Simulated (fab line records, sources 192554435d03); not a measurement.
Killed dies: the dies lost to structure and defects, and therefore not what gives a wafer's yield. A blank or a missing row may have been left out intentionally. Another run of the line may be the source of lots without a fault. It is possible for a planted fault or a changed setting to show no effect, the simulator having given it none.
fab line records | flow n5Finfet | part 1 of 2: steps 1 to 24 of 38
record lots=5 | wafers=15 | lastDay=18
route steps=1938 shown STI_FIN_REVEAL@184 DUMMY_GATE@212
lots that met no fault: taken from a fault-free run of the same line
startH: the number of hours between the record's first day and the start of the first shown wafer of the lot | waitH: hours elapsed since this lot's preceding step | " unchanged from the row above | L1.1+2: one row covering several wafers at once | - no value, or no start was given | * or withheld: withheld | < > ~ a bound
route shown NAME@n: names a module that has steps shown in the file, with the first one's number in the route | usual: mean/standard deviation of fault-free wafers | same: alike in all rows | chamber/n: place in a boat | sites: readings site by site | _std_site: the values' standard deviation | _edge_site: mean of outer sites minus mean of inner sites | radiusMm: how far each site lies from the wafer's centre | mask NAME#n: copy n | behind: the last tool/chamber to shape the wafer | hold: why the lot went on hold/how many hours it stayed there/how the hold came to an end | device: transistor that didn't switch, given as n, p or np | end of line: tests of these same wafers at the route's end | a step without rows: its recipe alone | killed: not the wafer's yield, but the dies lost to structure and defects at the first sort | map: a wafer's dies, x killed, . not, _ none there
set.NAME: the setting that was run; set.NAME@STEP: the one run at that earlier step | model.NAME: the simulator's own value behind a step, which no gauge read
certain route steps with their lots: each step a table, each wafer a row
services: from which hour (startH, from the record's first day; less than 0 if before it) a tool's chamber was out of use, for how many hours, and why
## steps
# step N5_STI_FIN_REVEAL_ALD_14
# recipe material=Si3N4 | targetThkA=30 | tempC=400 | aldPrecursorFamily=SiH2I2 | aldCoReactant=N2/H2-plasma | pressureTorr=2
# usual heaterPowerW=831/110
lot.wafer | tool      | chamber | startH | waitH | heaterPowerW
L074.1    | aldSin-01 | 0       | 30.06  | 0.0   | 732
L074.4    | "         | 2       | "      | "     | 760
L074.6    | "         | 2       | "      | "     | 769
L078.2    | aldSin-01 | 3       | 53.00  | 0.0   | 745
L078.4    | "         | 0       | "      | "     | 719
L078.5    | "         | 1       | "      | "     | 789
L086.1    | aldSin-01 | 3       | 102.27 | 0.0   | 737
L086.3    | "         | 0       | "      | "     | 693
L086.5    | "         | 2       | "      | "     | 772
L089.3    | aldSin-04 | 3       | 118.67 | 0.0   | 990
L089.4    | "         | 1       | "      | "     | 1068
L089.5    | "         | 3       | "      | "     | 1018
L092.2    | aldSin-01 | 2       | 136.23 | 0.0   | 781
L092.4    | "         | 0       | "      | "     | 712
L092.6    | "         | 2       | "      | "     | 764
# step N5_STI_FIN_REVEAL_FCVD_FILL_01
# recipe material=SiO2_flowable | targetThkA=3120 | tempC=100 | pressureTorr=0.8 | rfW=2000 | timeS=512.2
lot.wafer  | tool    | chamber | startH | waitH
L074.1+4+6 | fcvd-01 | 0       | 30.30  | 0.1
L078.2+4+5 | fcvd-02 | 0,1,0   | 53.24  | 0.1
L086.1+3+5 | fcvd-01 | 0,1,0   | 102.50 | 0.1
L089.3+4+5 | fcvd-02 | 1,0,0   | 119.10 | 0.3
L092.2+4+6 | fcvd-01 | 0,0,1   | 136.47 | 0.1
# step N5_STI_FIN_REVEAL_DENSIFY_02
# recipe tempC=650 | ambient=steam | timeS=1800 | idleTempC=400 | densificationPH2oTorr=640
lot.wafer  | tool       | chamber | startH | waitH
L074.1+4+6 | furnace-02 | 0       | 30.93  | 0.4
L078.2+4+5 | furnace-03 | 0       | 53.87  | 0.4
L086.1+3+5 | furnace-03 | 0       | 103.14 | 0.4
L089.3+4+5 | furnace-01 | 0       | 119.54 | 0.2
L092.2+4+6 | furnace-02 | 0       | 137.10 | 0.4
# step N5_STI_FIN_REVEAL_CMP_04
# recipe stopOn=Si3N4 | tOverpolishS=4 | downForcePsi=2 | platenRpm=54.18 | postCmpClean=alkalineBrush | padVelocityMS=1.078 | targetThkNm=131.83
# usual headPressurePsi=2.000/0.0045 | motorCurrentA=8.2/1 | overpolishRunS=4.001/0.0089 | slurryFilterDpKPa=13.49/0.12 | timeToEndpointS=107/8.5
lot.wafer | tool   | chamber | startH | waitH | headPressurePsi | motorCurrentA | overpolishRunS | slurryFilterDpKPa | timeToEndpointS
L074.4    | cmp-01 | 1       | 35.15  | 0.1   | 2.002           | 7.3           | 3.999          | 13.46             | 94
L074.1    | "      | 3       | "      | "     | 1.996           | 7.4           | 4.003          | 13.44             | 104
L074.6    | "      | 1       | "      | "     | 2.005           | 7.5           | 3.991          | 13.52             | 94
L078.4    | cmp-01 | 0       | 58.09  | 0.1   | 2.009           | 9.4           | 4.009          | 13.49             | 102
L078.2    | "      | 1       | "      | "     | 1.996           | 7.0           | 3.987          | 13.61             | 92
L078.5    | "      | 3       | "      | "     | 2.008           | 7.6           | 3.982          | 13.50             | 108
L086.1    | cmp-02 | 2       | 107.34 | 0.1   | 2.004           | 7.0           | 4.002          | 13.58             | 103
L086.3    | "      | 3       | "      | "     | 2.003           | 7.8           | 4.006          | 13.68             | 100
L086.5    | "      | 2       | "      | "     | 2.001           | 6.6           | 4.014          | 13.56             | 103
L089.4    | cmp-04 | 3       | 123.74 | 0.1   | 2.003           | 8.4           | 4.001          | 13.60             | 123
L089.3    | "      | 1       | "      | "     | 2.006           | 8.8           | 4.013          | 13.43             | 125
L089.5    | "      | 2       | "      | "     | 1.996           | 7.1           | 4.001          | 13.65             | 120
L092.2    | cmp-02 | 1       | 141.27 | 0.0   | 2.006           | 8.3           | 4.000          | 13.65             | 106
L092.4    | "      | 0       | "      | "     | 1.998           | 10.9          | 4.008          | 13.30             | 107
L092.6    | "      | 1       | "      | "     | 2.002           | 8.3           | 3.997          | 13.56             | 106
# step N5_STI_FIN_REVEAL_THK_MEAS_05
# usual thkNm=132.0/1.2
lot.wafer | tool         | chamber | startH | waitH | thkNm
L074.1    | filmMetro-02 | -       | 35.41  | -     | 132.4
L074.4    | "            | -       | "      | "     | 129.4
L074.6    | "            | -       | "      | "     | 129.2
L078.2    | filmMetro-01 | -       | 58.35  | -     | 130.1
L078.4    | "            | -       | "      | "     | 131.0
L078.5    | "            | -       | "      | "     | 133.6
L086.1    | filmMetro-02 | -       | 107.60 | -     | 131.9
L086.3    | "            | -       | "      | "     | 129.3
L086.5    | "            | -       | "      | "     | 130.5
L089.3    | filmMetro-01 | -       | 124.00 | -     | 132.5
L089.4    | "            | -       | "      | "     | 133.5
L089.5    | "            | -       | "      | "     | 132.7
L092.2    | filmMetro-01 | -       | 141.56 | -     | 132.9
L092.4    | "            | -       | "      | "     | 132.2
L092.6    | "            | -       | "      | "     | 132.7
# step N5_STI_FIN_REVEAL_DENSIFY_30
# recipe tempC=* | timeS=* | ambient=N2 | idleTempC=600 | rampUpCPerS=150 | rampDownCPerS=60 | coolToC=600
# usual lampPowerPct=11.53/0.052 | lamp_zone_1_pct=11.528/0.02 | wafer_temp_C_max=*
lot.wafer | tool         | chamber | startH | waitH | lampPowerPct | lamp_zone_1_pct | wafer_temp_C_max
L074.1    | rtpAnneal-01 | 0       | 35.43  | 0.0   | 11.51        | 11.549          | *
L074.4    | "            | 0       | "      | "     | 11.46        | 11.534          | *
L074.6    | "            | 0       | "      | "     | 11.53        | 11.552          | *
L078.2    | rtpAnneal-01 | 0       | 58.52  | 0.2   | 11.56        | 11.525          | *
L078.4    | "            | 0       | "      | "     | 11.61        | 11.482          | *
L078.5    | "            | 0       | "      | "     | 11.61        | 11.525          | *
L086.1    | rtpAnneal-01 | 0       | 107.97 | 0.4   | 11.56        | 11.526          | *
L086.3    | "            | 0       | "      | "     | 11.55        | 11.512          | *
L086.5    | "            | 0       | "      | "     | 11.53        | 11.520          | *
L089.3    | rtpAnneal-01 | 0       | 124.09 | 0.1   | 11.53        | 11.540          | *
L089.4    | "            | 0       | "      | "     | 11.66        | 11.537          | *
L089.5    | "            | 0       | "      | "     | 11.58        | 11.491          | *
L092.2    | rtpAnneal-02 | 0       | 141.62 | 0.1   | 11.50        | 11.557          | *
L092.4    | "            | 0       | "      | "     | 11.49        | 11.530          | *
L092.6    | "            | 0       | "      | "     | 11.58        | 11.544          | *
# step N5_STI_FIN_REVEAL_ETCHBACK_08
# recipe chemistry=C4F6/O2 | target=SiO2 | targetDepthA=305 | timeS=10.167 | ionEnergyEv=250 | pressureMtorr=30 | sourceW=345 | biasW=185 | Ar_flow_sccm=300 | C4F6_flow_sccm=10 | O2_flow_sccm=10
# usual drypumpMotorCurrentA=5.6/0.41 | oes_f_703_au=0.77/0.057 | oesProductAu=0.77/0.061 | rfVppV=667/16 | showerheadPlenumPTorr=2.83/0.1 | throttleValvePct=21.22/0.24
lot.wafer | tool       | chamber | startH | waitH | drypumpMotorCurrentA | oes_f_703_au | oesProductAu | rfHoursCounterH | rfVppV | showerheadPlenumPTorr | throttleValvePct
L074.1    | rieDiel-01 | 0       | 35.65  | 0.2   | 6.2                  | 0.75         | 0.73         | 184             | 655    | 2.96                  | 21.36
L074.4    | "          | 2       | "      | "     | 5.1                  | 0.78         | 0.76         | 156             | 653    | 2.85                  | 21.32
L074.6    | "          | 3       | "      | "     | 5.1                  | 0.83         | 0.82         | -               | 675    | 2.75                  | 21.15
L078.2    | rieDiel-04 | 0       | 58.71  | 0.2   | 5.8                  | 0.79         | 0.82         | 90              | 701    | 2.86                  | 20.65
L078.4    | "          | 2       | "      | "     | 5.6                  | 0.69         | 0.68         | 249             | 667    | 2.95                  | 21.88
L078.5    | "          | 2       | "      | "     | 5.6                  | 0.69         | 0.69         | -               | 669    | 2.95                  | 21.90
L086.1    | rieDiel-05 | 3       | 108.20 | 0.2   | 5.5                  | 0.71         | 0.70         | 207             | 657    | 2.74                  | 21.18
L086.3    | "          | 1       | "      | "     | 6.2                  | 0.82         | 0.81         | 109             | 667    | 2.85                  | 21.43
L086.5    | "          | 0       | "      | "     | 5.2                  | 0.75         | 0.77         | -               | 667    | 2.73                  | 20.96
L089.3    | rieDiel-05 | 2       | 124.45 | 0.3   | 5.3                  | 0.70         | 0.70         | 198             | 674    | 2.97                  | 21.36
L089.4    | "          | 1       | "      | "     | 6.2                  | 0.81         | 0.79         | 114             | 668    | 2.85                  | 21.42
L089.5    | "          | 0       | "      | "     | 5.1                  | 0.75         | 0.75         | -               | 664    | 2.72                  | 20.96
L092.2    | rieDiel-05 | 2       | 142.00 | 0.3   | 5.3                  | 0.70         | 0.71         | 204             | 673    | 2.97                  | 21.37
L092.4    | "          | 0       | "      | "     | 5.2                  | 0.74         | 0.75         | 173             | 665    | 2.72                  | 20.99
L092.6    | "          | 2       | "      | "     | 5.3                  | 0.70         | 0.70         | -               | 673    | 2.97                  | 21.39
# step N5_STI_FIN_REVEAL_STRIP_24
# recipe chemistry=N2/H2 | timeS=90 | powerW=100 | tempC=40 | pressureMtorr=100 | rfFrequencyHz=6e+07 | biasPowerW=3 | n2FlowSccm=300 | h2FlowSccm=300
# usual drypumpMotorCurrentA=5.6/0.41 | oesProductAu=0.76/0.06 | rfVppV=45.2/0.85 | showerheadPlenumPTorr=3.33/0.12 | throttleValvePct=12.19/0.18
lot.wafer | tool       | chamber | startH | waitH | drypumpMotorCurrentA | oesProductAu | rfHoursCounterH | rfVppV | showerheadPlenumPTorr | throttleValvePct
L074.1    | rieDiel-01 | 0       | 35.68  | 0.0   | 6.3                  | 0.72         | 184             | 46.0   | 3.47                  | 12.27
L074.4    | "          | 2       | "      | "     | 5.1                  | 0.75         | 156             | 45.7   | 3.41                  | 12.54
L074.6    | "          | 3       | "      | "     | 5.1                  | 0.82         | -               | 43.1   | 3.24                  | 12.03
L078.2    | rieDiel-04 | 0       | 58.75  | 0.0   | 5.8                  | 0.83         | 90              | 45.8   | 3.43                  | 11.96
L078.4    | "          | 2       | "      | "     | 5.6                  | 0.69         | 249             | 45.0   | 3.44                  | 12.74
L078.5    | "          | 2       | "      | "     | 5.6                  | 0.68         | -               | 46.4   | 3.45                  | 12.73
L086.1    | rieDiel-05 | 3       | 108.23 | 0.0   | 5.5                  | 0.69         | 207             | 43.7   | 3.17                  | 11.99
L086.3    | "          | 1       | "      | "     | 6.2                  | 0.80         | 109             | 46.2   | 3.36                  | 12.27
L086.5    | "          | 0       | "      | "     | 5.2                  | 0.77         | -               | 44.8   | 3.24                  | 12.14
L089.3    | rieDiel-05 | 2       | 124.49 | 0.0   | 5.3                  | 0.71         | 198             | 46.5   | 3.43                  | 12.12
L089.4    | "          | 1       | "      | "     | 6.2                  | 0.79         | 114             | 46.7   | 3.36                  | 12.26
L089.5    | "          | 0       | "      | "     | 5.2                  | 0.76         | -               | 45.7   | 3.24                  | 12.16
L092.2    | rieDiel-05 | 2       | 142.04 | 0.0   | 5.2                  | 0.70         | 204             | 45.6   | 3.43                  | 12.12
L092.4    | "          | 0       | "      | "     | 5.2                  | 0.75         | 173             | 45.7   | 3.24                  | 12.17
L092.6    | "          | 2       | "      | "     | 5.2                  | 0.72         | -               | 45.1   | 3.43                  | 12.12
# step N5_STI_FIN_REVEAL_PRECLEAN_25
# recipe chemistry=SPM | timeS=90 | tempC=120 | mix=4:1
lot.wafer  | tool        | chamber | startH | waitH
L074.1+4+6 | wetBench-05 | 0,1,7   | 35.80  | 0.1
L078.2+4+5 | wetBench-05 | 1,6,4   | 58.87  | 0.1
L086.1+3+5 | wetBench-04 | 5,7,3   | 108.35 | 0.1
L089.3+4+5 | wetBench-02 | 5,0,2   | 124.61 | 0.1
L092.2+4+6 | wetBench-05 | 5,6,1   | 142.16 | 0.1
# step N5_STI_FIN_REVEAL_PRECLEAN_26
# recipe chemistry=SC1 | timeS=45 | tempC=46 | mix=1:2:100
lot.wafer  | tool        | chamber | startH | waitH
L074.1+4+6 | wetBench-05 | 0,1,7   | 35.83  | 0.0
L078.2+4+5 | wetBench-05 | 1,6,4   | 58.90  | 0.0
L086.1+3+5 | wetBench-04 | 5,7,3   | 108.38 | 0.0
L089.3+4+5 | wetBench-02 | 5,0,2   | 124.64 | 0.0
L092.2+4+6 | wetBench-05 | 5,6,1   | 142.19 | 0.0
# step N5_STI_FIN_REVEAL_PRECLEAN_29
# recipe chemistry=DHF | timeS=30 | tempC=25 | dilution=300:1
lot.wafer  | tool        | chamber | startH | waitH
L074.1+4+6 | wetBench-05 | 0,1,7   | 35.84  | 0.0
L078.2+4+5 | wetBench-05 | 1,6,4   | 58.91  | 0.0
L086.1+3+5 | wetBench-04 | 5,7,3   | 108.39 | 0.0
L089.3+4+5 | wetBench-02 | 5,0,2   | 124.65 | 0.0
L092.2+4+6 | wetBench-05 | 5,6,1   | 142.20 | 0.0
# step N5_STI_FIN_REVEAL_SRD_12
# recipe timeS=30 | tempC=23 | rinseLiquid=diw | dry=ipaMarangoni
lot.wafer  | tool        | chamber | startH | waitH
L074.1+4+6 | wetBench-05 | 0,1,7   | 35.85  | 0.0
L078.2+4+5 | wetBench-05 | 1,6,4   | 58.92  | 0.0
L086.1+3+5 | wetBench-04 | 5,7,3   | 108.40 | 0.0
L089.3+4+5 | wetBench-02 | 5,0,2   | 124.66 | 0.0
L092.2+4+6 | wetBench-05 | 5,6,1   | 142.21 | 0.0
# step N5_STI_FIN_REVEAL_RECESS_09
# recipe chemistry=HF/NH3 | target=SiO2 | afsCycles=11 | targetDepthA=425 | tempC=30 | sublimationTempC=180 | sublimationTimeS=60
# usual drypumpMotorCurrentA=5.6/0.34 | sublimationTempC=180.01/0.15
# same afsCycles=11
lot.wafer | tool         | chamber | startH | waitH | drypumpMotorCurrentA | sublimationTempC
L074.1    | vaporEtch-02 | 0       | 35.90  | 0.0   | 5.6                  | 179.95
L074.4    | "            | 1       | "      | "     | 5.1                  | 179.86
L074.6    | "            | 0       | "      | "     | 5.6                  | 179.90
L078.2    | vaporEtch-01 | 1       | 58.96  | 0.0   | 5.9                  | 179.93
L078.4    | "            | 0       | "      | "     | 6.0                  | 180.04
L078.5    | "            | 0       | "      | "     | 6.0                  | 180.17
L086.1    | vaporEtch-01 | 1       | 108.45 | 0.0   | 5.8                  | 180.02
L086.3    | "            | 1       | "      | "     | 5.9                  | 179.97
L086.5    | "            | 1       | "      | "     | 5.8                  | 180.01
L089.3    | vaporEtch-02 | 0       | 125.23 | 0.6   | 5.6                  | 180.03
L089.4    | "            | 1       | "      | "     | 5.1                  | 180.12
L089.5    | "            | 0       | "      | "     | 5.6                  | 180.19
L092.2    | vaporEtch-02 | 0       | 142.26 | 0.0   | 5.6                  | 179.98
L092.4    | "            | 1       | "      | "     | 5.1                  | 180.31
L092.6    | "            | 0       | "      | "     | 5.6                  | 179.73
# step N5_STI_FIN_REVEAL_STRIP_16
# recipe chemistry=H3PO4 | material=SiNx | tempC=165 | targetDepthA=238 | overetchFraction=0.4964 | dry=ipaMarangoni
lot.wafer  | tool        | chamber | startH | waitH
L074.1+4+6 | wetBench-04 | 7,2,3   | 37.51  | 1.1
L078.2+4+5 | wetBench-05 | 3,2,4   | 60.58  | 1.1
L086.1+3+5 | wetBench-02 | 5,2,4   | 110.06 | 1.1
L089.3+4+5 | wetBench-04 | 1,6,7   | 126.32 | 0.6
L092.2+4+6 | wetBench-05 | 7,2,0   | 143.87 | 1.1
# step N5_STI_FIN_REVEAL_PRECLEAN_17
# recipe chemistry=NF3:NH3 | afsCycles=1 | tempC=30 | timeS=20 | sublimationTempC=180 | sublimationTimeS=60 | pressureTorr=3 | rfPowerW=30
# usual sublimationTempC=180.03/0.15
# same afsCycles=1
lot.wafer | tool            | chamber | startH | waitH | sublimationTempC
L074.1    | remotePlasma-01 | 0       | 37.79  | 0.0   | 180.26
L074.4    | "               | 0       | "      | "     | 180.22
L074.6    | "               | 0       | "      | "     | 180.06
L078.2    | remotePlasma-01 | 1       | 60.88  | 0.1   | 180.16
L078.4    | "               | 1       | "      | "     | 179.92
L078.5    | "               | 1       | "      | "     | 180.23
L086.1    | remotePlasma-02 | 0       | 110.36 | 0.0   | 180.09
L086.3    | "               | 0       | "      | "     | 179.84
L086.5    | "               | 0       | "      | "     | 179.87
L089.3    | remotePlasma-02 | 1       | 126.65 | 0.1   | 180.15
L089.4    | "               | 1       | "      | "     | 180.07
L089.5    | "               | 1       | "      | "     | 180.01
L092.2    | remotePlasma-01 | 0       | 144.21 | 0.1   | 179.87
L092.4    | "               | 0       | "      | "     | 179.91
L092.6    | "               | 0       | "      | "     | 179.70
# step N5_STI_FIN_REVEAL_ETCH_34
# recipe chemistry=H2 | mode=isotropic | material=Si | target=Si | targetDepthA=9.7 | tempC=20 | pressureMtorr=4.5 | icpW=300 | biasW=0 | h2FlowSccm=7.5 | heFlowSccm=142.5
# usual drypumpMotorCurrentA=5.6/0.4 | heBacksideLeakSccm=2.8/0.39 | heFlowSccm=142.5/0.4 | oesProductAu=1.004/0.022 | throttleValvePct=25.7/0.56
lot.wafer | tool     | chamber | startH | waitH | drypumpMotorCurrentA | heBacksideLeakSccm | heFlowSccm | oesProductAu | rfHoursCounterH | throttleValvePct
L074.1    | rieSi-02 | 0       | 37.99  | 0.2   | 5.5                  | 3.0                | 142.9      | 1.027        | 3               | 24.7
L074.4    | "        | 3       | "      | "     | 6.5                  | 2.3                | 141.8      | 0.977        | 2               | 25.7
L074.6    | "        | 2       | "      | "     | 5.8                  | 2.8                | 142.4      | 1.027        | -               | 25.8
L078.2    | rieSi-02 | 1       | 61.05  | 0.1   | 5.7                  | 2.8                | 142.5      | 0.977        | 62              | 25.6
L078.4    | "        | 0       | "      | "     | 5.5                  | 2.9                | 142.9      | 1.022        | 3               | 24.7
L078.5    | "        | 2       | "      | "     | 5.8                  | 3.0                | 143.4      | 1.035        | -               | 25.8
L086.1    | rieSi-02 | 1       | 110.56 | 0.2   | 5.7                  | 2.8                | 143.0      | 0.977        | 63              | 25.6
L086.3    | "        | 3       | "      | "     | 6.5                  | 2.5                | 142.2      | 0.980        | 4               | 25.7
L086.5    | "        | 2       | "      | "     | 5.8                  | 2.7                | 142.0      | 1.040        | -               | 25.7
L089.3    | rieSi-06 | 3       | 126.79 | 0.1   | 5.5                  | 2.8                | 142.7      | 1.017        | 84              | 26.9
L089.4    | "        | 2       | "      | "     | 5.1                  | 3.0                | 142.7      | 1.030        | -               | 25.7
L089.5    | "        | 3       | "      | "     | 5.5                  | 2.7                | 142.3      | 1.017        | -               | 26.9
L092.2    | rieSi-06 | 3       | 144.43 | 0.2   | 5.5                  | 2.8                | 142.5      | 1.022        | 84              | 26.9
L092.4    | "        | 0       | "      | "     | 5.5                  | 2.8                | 142.4      | 1.007        | 50              | 25.6
L092.6    | "        | 2       | "      | "     | 5.1                  | 2.8                | 142.4      | 1.021        | -               | 25.7
# step N5_STI_FIN_REVEAL_OXIDATION_31
# recipe chemistry=O2_PLASMA_REMOTE | tempC=150 | timeS=20 | pressureMtorr=1000 | sourcePowerW=2000 | o2FlowSccm=3000
# usual drypumpMotorCurrentA=6.06/0.19 | heaterPowerW=139/9.6
lot.wafer | tool           | chamber | startH | waitH | drypumpMotorCurrentA | heaterPowerW | rfHoursCounterH
L074.1    | plasmaAsher-01 | 1       | 38.05  | 0.0   | 6.27                 | 142          | 28
L074.4    | "              | 0       | "      | "     | 6.09                 | 125          | -
L074.6    | "              | 1       | "      | "     | 6.29                 | 144          | -
L078.2    | plasmaAsher-02 | 0       | 61.12  | 0.0   | 6.20                 | 135          | 82
L078.4    | "              | 1       | "      | "     | 5.78                 | 154          | -
L078.5    | "              | 1       | "      | "     | 5.77                 | 152          | -
L086.1    | plasmaAsher-02 | 0       | 110.62 | 0.0   | 6.18                 | 138          | 94
L086.3    | "              | 0       | "      | "     | 6.17                 | 135          | -
L086.5    | "              | 1       | "      | "     | 5.78                 | 153          | -
L089.3    | plasmaAsher-01 | 1       | 126.87 | 0.1   | 6.25                 | 140          | -
L089.4    | "              | 0       | "      | "     | 6.09                 | 126          | -
L089.5    | "              | 1       | "      | "     | 6.19                 | 141          | -
L092.2    | plasmaAsher-02 | 1       | 144.52 | 0.1   | 5.78                 | 153          | 100
L092.4    | "              | 1       | "      | "     | 5.79                 | 149          | -
L092.6    | "              | 0       | "      | "     | 6.16                 | 137          | -
# step N5_STI_FIN_REVEAL_PRECLEAN_32
# recipe chemistry=NF3:NH3 | afsCycles=1 | tempC=30 | timeS=20 | sublimationTempC=180 | sublimationTimeS=60 | pressureTorr=3 | rfPowerW=30
# usual sublimationTempC=179.99/0.14
# same afsCycles=1
lot.wafer | tool            | chamber | startH | waitH | sublimationTempC
L074.1    | remotePlasma-02 | 1       | 38.14  | 0.1   | 180.14
L074.4    | "               | 1       | "      | "     | 179.88
L074.6    | "               | 1       | "      | "     | 179.86
L078.2    | remotePlasma-01 | 0       | 61.23  | 0.1   | 180.05
L078.4    | "               | 0       | "      | "     | 179.88
L078.5    | "               | 0       | "      | "     | 179.98
L086.1    | remotePlasma-02 | 1       | 110.70 | 0.1   | 180.26
L086.3    | "               | 1       | "      | "     | 180.11
L086.5    | "               | 1       | "      | "     | 180.14
L089.3    | remotePlasma-02 | 0       | 127.00 | 0.1   | 180.08
L089.4    | "               | 0       | "      | "     | 180.05
L089.5    | "               | 0       | "      | "     | 180.11
L092.2    | remotePlasma-01 | 1       | 144.64 | 0.1   | 180.16
L092.4    | "               | 1       | "      | "     | 180.04
L092.6    | "               | 1       | "      | "     | 180.05
# step N5_STI_FIN_REVEAL_STRIP_35
# recipe chemistry=H3PO4 | material=Si3N4 | tempC=165 | targetDepthA=40 | timeS=39
lot.wafer  | tool        | chamber | startH | waitH
L074.1+4+6 | wetBench-05 | 6,0,7   | 38.36  | 0.2
L078.2+4+5 | wetBench-05 | 3,6,2   | 61.41  | 0.2
L086.1+3+5 | wetBench-04 | 6,7,1   | 110.91 | 0.2
L089.3+4+5 | wetBench-04 | 3,5,7   | 127.15 | 0.1
L092.2+4+6 | wetBench-05 | 0,4,1   | 144.87 | 0.2
# step N5_STI_FIN_REVEAL_SRD_21
# recipe dry=ipaMarangoni | timeS=30 | tempC=23 | rinseLiquid=diw
lot.wafer  | tool        | chamber | startH | waitH
L074.1+4+6 | wetBench-05 | 6,0,7   | 38.38  | 0.0
L078.2+4+5 | wetBench-05 | 3,6,2   | 61.42  | 0.0
L086.1+3+5 | wetBench-04 | 6,7,1   | 110.93 | 0.0
L089.3+4+5 | wetBench-04 | 3,5,7   | 127.16 | 0.0
L092.2+4+6 | wetBench-05 | 0,4,1   | 144.89 | 0.0
# step N5_STI_FIN_REVEAL_OXIDATION_33
# recipe chemistry=O2_PLASMA_REMOTE | tempC=150 | timeS=20 | pressureMtorr=1000 | sourcePowerW=2000 | o2FlowSccm=3000
# usual drypumpMotorCurrentA=6.01/0.2 | heaterPowerW=141/9.6
lot.wafer | tool           | chamber | startH | waitH | drypumpMotorCurrentA | heaterPowerW | rfHoursCounterH
L074.1    | plasmaAsher-02 | 1       | 38.42  | 0.0   | 5.76                 | 149          | 78
L074.4    | "              | 0       | "      | "     | 6.18                 | 132          | -
L074.6    | "              | 1       | "      | "     | 5.76                 | 153          | -
L078.2    | plasmaAsher-01 | 1       | 61.47  | 0.0   | 6.20                 | 140          | 32
L078.4    | "              | 1       | "      | "     | 6.23                 | 143          | -
L078.5    | "              | 0       | "      | "     | 6.10                 | 126          | -
L086.1    | plasmaAsher-02 | 1       | 110.97 | 0.0   | 5.74                 | 153          | 94
L086.3    | "              | 0       | "      | "     | 6.18                 | 138          | -
L086.5    | "              | 0       | "      | "     | 6.17                 | 135          | -
L089.3    | plasmaAsher-01 | 0       | 127.22 | 0.0   | 6.08                 | 130          | -
L089.4    | "              | 1       | "      | "     | 6.23                 | 141          | -
L089.5    | "              | 0       | "      | "     | 6.09                 | 129          | -
L092.2    | plasmaAsher-02 | 1       | 144.93 | 0.0   | 5.76                 | 151          | 100
L092.4    | "              | 1       | "      | "     | 5.76                 | 146          | -
L092.6    | "              | 0       | "      | "     | 6.19                 | 138          | -
# step N5_STI_FIN_REVEAL_CLEAN_19
# recipe chemistry=O3/DIW | tempC=25 | timeS=120 | o3Ppm=10
lot.wafer  | tool        | chamber | startH | waitH
L074.1+4+6 | wetBench-04 | 2,1,7   | 38.51  | 0.1
L078.2+4+5 | wetBench-02 | 2,5,6   | 61.55  | 0.1
L086.1+3+5 | wetBench-04 | 3,4,1   | 111.06 | 0.1
L089.3+4+5 | wetBench-05 | 6,3,5   | 127.29 | 0.0
L092.2+4+6 | wetBench-04 | 4,3,0   | 145.02 | 0.1
# step N5_STI_FIN_REVEAL_SRD_23
# recipe dry=ipaMarangoni | timeS=30 | tempC=23 | rinseLiquid=diw
lot.wafer  | tool        | chamber | startH | waitH
L074.1+4+6 | wetBench-04 | 2,1,7   | 38.55  | 0.0
L078.2+4+5 | wetBench-02 | 2,5,6   | 61.59  | 0.0
L086.1+3+5 | wetBench-04 | 3,4,1   | 111.10 | 0.0
L089.3+4+5 | wetBench-05 | 6,3,5   | 127.33 | 0.0
L092.2+4+6 | wetBench-04 | 4,3,0   | 145.06 | 0.0
# step N5_STI_FIN_REVEAL_CD_MEAS_22
# recipe targetCdNm=6.238 | pitchNm=28 | polarity=line
# usual cdNm=6.2/0.31
lot.wafer | tool     | chamber | startH | waitH | cdNm
L074.1    | cdSem-03 | -       | 38.59  | 0.0   | 6.5
L074.4    | "        | -       | "      | "     | 6.3
L074.6    | "        | -       | "      | "     | 6.6
L078.2    | cdSem-03 | -       | 61.63  | 0.0   | 6.5
L078.4    | "        | -       | "      | "     | 6.3
L078.5    | "        | -       | "      | "     | 6.6
L086.1    | cdSem-03 | -       | 111.14 | 0.0   | 5.9
L086.3    | "        | -       | "      | "     | 6.4
L086.5    | "        | -       | "      | "     | 6.1
L089.3    | cdSem-02 | -       | 127.38 | 0.0   | 6.0
L089.4    | "        | -       | "      | "     | 6.4
L089.5    | "        | -       | "      | "     | 5.9
L092.2    | cdSem-03 | -       | 145.10 | 0.0   | 6.2
L092.4    | "        | -       | "      | "     | 6.6
L092.6    | "        | -       | "      | "     | 6.1
